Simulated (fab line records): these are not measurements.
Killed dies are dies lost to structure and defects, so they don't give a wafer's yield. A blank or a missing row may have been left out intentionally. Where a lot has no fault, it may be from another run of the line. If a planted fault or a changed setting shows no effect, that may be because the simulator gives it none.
Matching of chambers -- flow n5Finfet -- N5_BEOL_M12_VIA_ETCH_16 on rieDiel-02 has 4 sister chambers
The step etches SiOC in C4F8/O2/Ar, target depth 724.8 nm. 18 wafers are shown with their chamber, then 9 later ones without.

## WAFERS PAIRED WITH THEIR CHAMBERS
wafer,chamber,drypumpMotorCurrentA (A),showerheadPlenumPTorr (Torr),throttleValvePct (%)
L075.2,1,5.7,3.42,24.55
L075.5,3,5.3,3.47,24.35
L075.6,0,6.1,3.50,24.65
L079.1,2,5.1,3.51,24.37
L079.3,3,5.3,3.46,24.36
L079.4,2,5.1,3.51,24.39
L078.4,2,5.1,3.51,24.39
L078.5,3,5.3,3.46,24.35
L078.6,1,5.8,3.42,24.56
L080.3,1,5.8,3.42,24.57
L080.4,1,5.8,3.42,24.56
L080.5,3,5.3,3.46,24.35
L083.3,1,5.8,3.41,24.59
L083.4,3,5.3,3.46,24.34
L083.5,3,5.3,3.46,24.35
L087.1,3,5.3,3.45,24.35
L087.2,0,6.2,3.49,24.46
L087.4,0,6.2,3.49,24.45

SIGNATURES (averages over the wafers above)
reading,chamber 0,chamber 1,chamber 2,chamber 3,scatter within a chamber
drypumpMotorCurrentA,6.167,5.780,5.100,5.300,0.0324
showerheadPlenumPTorr,3.4933,3.4180,3.5100,3.4600,0.00498
throttleValvePct,24.5200,24.5660,24.3833,24.3500,0.0437
Rule: a wafer lies at a distance from a chamber equal to the root of the sum of squares, over the readings, of (its reading less the chamber's mean, divided by the reading's scatter). The wafer belongs to the nearest chamber; if the next one is less than 2 further off, it can't be placed. How the scatter is found: for the shown wafers, subtract from each reading the mean of its chamber, square and add these, divide the total by (wafers less chambers), then take the root.

## WAFERS WITH NO CHAMBER GIVEN
wafer,drypumpMotorCurrentA (A),showerheadPlenumPTorr (Torr),throttleValvePct (%)
L089.2,5.7,3.40,24.59
L089.3,6.2,3.48,24.46
L089.6,6.2,3.48,24.48
L093.1,5.1,3.50,24.06
L093.5,5.8,3.40,24.62
L093.6,6.1,3.48,24.47
L095.1,5.1,3.49,24.06
L095.2,6.2,3.48,24.46
L095.4,5.8,3.40,24.62

## CHAMBER TAKEN BY EACH
wafer,from the rows above,in truth
L089.2,1,1
L089.3,0,0
L089.6,0,0
L093.1,2,2
L093.5,1,1
L093.6,0,0
L095.1,2,2
L095.2,0,0
L095.4,1,1
Correct placement for 9 of the 9. Number that these rows cannot place: 0. Wrongly placed: 0.
